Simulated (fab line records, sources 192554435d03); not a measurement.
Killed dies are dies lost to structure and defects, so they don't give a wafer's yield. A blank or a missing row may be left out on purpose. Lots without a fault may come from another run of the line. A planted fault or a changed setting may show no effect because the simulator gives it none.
A struck lot beside a sound one | flow n5_finfet | 15 steps out of a route of 1938
Sound: wafers L691.1, L691.2, L691.4. Struck: wafers L704.2, L704.6. (L704.3 of the same lot was not struck and is left out.) The cause comes at the end.
At each step with rows: each side's tool, then ch and its chambers, then its first start. Under that, the readings that differ: sound wafers | struck wafers | difference of the means | sigmas: that difference in standard deviations of wafers without a fault.
alike: readings whose means differ by less than 2 such deviations, and words and numbers that are the same on both sides. not compared: withheld readings, readings that some wafer has no value for, bounds like >300 that may hide the same value, and numbers for which the record gives no deviation and whose values overlap.
The two part at a step that has a row with sigmas, a row that says differs or no value, or rows on one side only. Numbers that don't overlap but have no deviation are shown without sigmas and don't part them. A reading that every wafer of one side lacks parts them only if that side has two wafers or more.

first, 1 step without rows for these wafers: N5_BEOL_M11_CURE_72 (cures SiCOH lowk, time 120 s).
N5_BEOL_M11_DEGAS_44: time 60 s.
  sound on pvd_sputter-02, day 12 02:32; struck on pvd_sputter-03, day 14 23:31
  alike: heater_power_w
N5_BEOL_M11_PRE_CLEAN_45: time 30 s.
  sound on pvd_sputter-02, day 12 02:35; struck on pvd_sputter-03, day 14 23:33
  alike: heater_power_w
N5_BEOL_M11_ALD_74: deposits TaN, target thk 2 nm, pulse time 2 s, purge time 3 s.
  sound on ald_metal-02 ch 0,2,3, day 12 02:44; struck on ald_metal-02 ch 0,2, day 14 23:38
  alike: heater_power_outer_w, heater_power_w
N5_BEOL_M11_SURFACE_TREAT_76:
  sound on pvd_sputter-02, day 12 03:08; struck on pvd_sputter-01, day 15 01:13
  not compared: pressure_mtorr, throttle_valve_pct
then, 3 steps without rows for these wafers: N5_BEOL_M11_CVD_75 (deposits Co from CCTBA/H2, target thk 2 nm, time 138.9 s); N5_BEOL_M11_SPUTTER_48 (material Cu, target thk 12 nm, time 2 s); N5_BEOL_M11_ECD_50 (material Cu, target thk 318 nm).
N5_BEOL_M11_ANNEAL_51: time 90 s.
  sound on rtp_anneal-02 ch 0, day 12 03:49; struck on rtp_anneal-02 ch 0, day 15 01:50
  alike: wafer_temp_C_max
then, 1 step without rows for these wafers: N5_BEOL_M11_CMP_52 (polishes, stops on SiCOH lowk, t overpolish 7 s, target thk 140 nm).
N5_BEOL_M11_THK_MEAS_53: measures by xrf.
  sound on film_metro-01, day 12 04:25; struck on film_metro-01, day 15 02:24
  alike: M11_THK
then, 1 step without rows for these wafers: N5_BEOL_M11_PRE_CLEAN_55 (time 15 s).
N5_BEOL_M11_DEP_56: deposits SiCN from 3MS/NH3, target thk 30 nm, time 10.5 s.
  sound on pecvd-04 ch 0,2, day 12 04:29; struck on pecvd-01 ch 1,2, day 15 02:28
  reading                                   | sound          | struck    | difference | sigmas
  model.SiCN_of_BEOL_M11_DEP_56.thk_nm (nm) | 30.2 30.2 30.8 | 24.8 25.4 | -5.3       |
  alike: showerhead_plenum_p_Torr, throttle_valve_pct
N5_BEOL_M11_RS_MEAS_57: measures by four-point-probe.
  sound on film_metro-01, day 12 04:32; struck on film_metro-02, day 15 02:32
  alike: M11_RS
then, 1 step without rows for these wafers: N5_PASSIVATION_PROBE_49.

WHERE THEY PART
Nowhere in this record.

WHY: what the simulator had put in
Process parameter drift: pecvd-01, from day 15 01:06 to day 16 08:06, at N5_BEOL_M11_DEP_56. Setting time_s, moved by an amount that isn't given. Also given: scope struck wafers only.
